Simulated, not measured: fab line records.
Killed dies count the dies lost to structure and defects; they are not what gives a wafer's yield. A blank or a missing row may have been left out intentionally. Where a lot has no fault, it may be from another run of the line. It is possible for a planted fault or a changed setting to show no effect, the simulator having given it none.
Chamber matching :: flow n5-finfet :: 3 sister chambers for N5_BEOL_M8_ILD_DEP_00 on pecvd-01
The step deposits SiCOH lowk from DEMS/porogen, target thk 179.75 nm, time 33.4 s. 6 wafers are shown with their chamber, then 7 later ones without.

== WAFERS, EACH WITH ITS CHAMBER ==
wafer: L322.2
chamber: 0
throttle-valve-pct (%): 13.6
heater-power-outer-w (W): 103

wafer: L325.3
chamber: 0
throttle-valve-pct (%): 13.8
heater-power-outer-w (W): 121

wafer: L326.4
chamber: 2
throttle-valve-pct (%): 13.5
heater-power-outer-w (W): 131

wafer: L326.6
chamber: 1
throttle-valve-pct (%): 12.6
heater-power-outer-w (W): 164

wafer: L328.1
chamber: 2
throttle-valve-pct (%): 13.7
heater-power-outer-w (W): 102

wafer: L328.2
chamber: 1
throttle-valve-pct (%): 12.3
heater-power-outer-w (W): 176

== WAFERS WITHOUT THEIR CHAMBER ==
wafer: L328.6
throttle-valve-pct (%): 13.7
heater-power-outer-w (W): 117

wafer: L343.2
throttle-valve-pct (%): 13.6
heater-power-outer-w (W): 123

wafer: L343.5
throttle-valve-pct (%): 14.1
heater-power-outer-w (W): 147

wafer: L343.6
throttle-valve-pct (%): 12.6
heater-power-outer-w (W): 173

wafer: L344.1
throttle-valve-pct (%): 13.5
heater-power-outer-w (W): 90

wafer: L344.5
throttle-valve-pct (%): 13.7
heater-power-outer-w (W): 94

wafer: L344.6
throttle-valve-pct (%): 13.7
heater-power-outer-w (W): 140

== WHICH CHAMBER EACH WENT THROUGH ==
wafer: L328.6
from the rows above: can't be placed: 0 or 2
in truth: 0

wafer: L343.2
from the rows above: can't be placed: 2 or 0
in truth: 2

wafer: L343.5
from the rows above: can't be placed: 0 or 2
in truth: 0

wafer: L343.6
from the rows above: 1
in truth: 1

wafer: L344.1
from the rows above: can't be placed: 2 or 0
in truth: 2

wafer: L344.5
from the rows above: can't be placed: 0 or 2
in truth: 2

wafer: L344.6
from the rows above: can't be placed: 2 or 0
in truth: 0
Placed correctly: 1 of 7. Not placeable from these rows: 6 (in 6, the candidates include the true chamber). Wrongly placed: 0.
How it was worked out, from the rows above alone: a wafer's distance from a chamber is the root of the sum, over the readings, of the square of ((its reading less the chamber's mean) divided by the reading's scatter). The wafer belongs to the nearest chamber; if the next one is less than 2 further off, it can't be placed. Each chamber's mean is taken over the wafers shown for it. The scatter: the root of (the sum of the squares of (reading less its chamber's mean) over the shown wafers, divided by (wafers less chambers)).
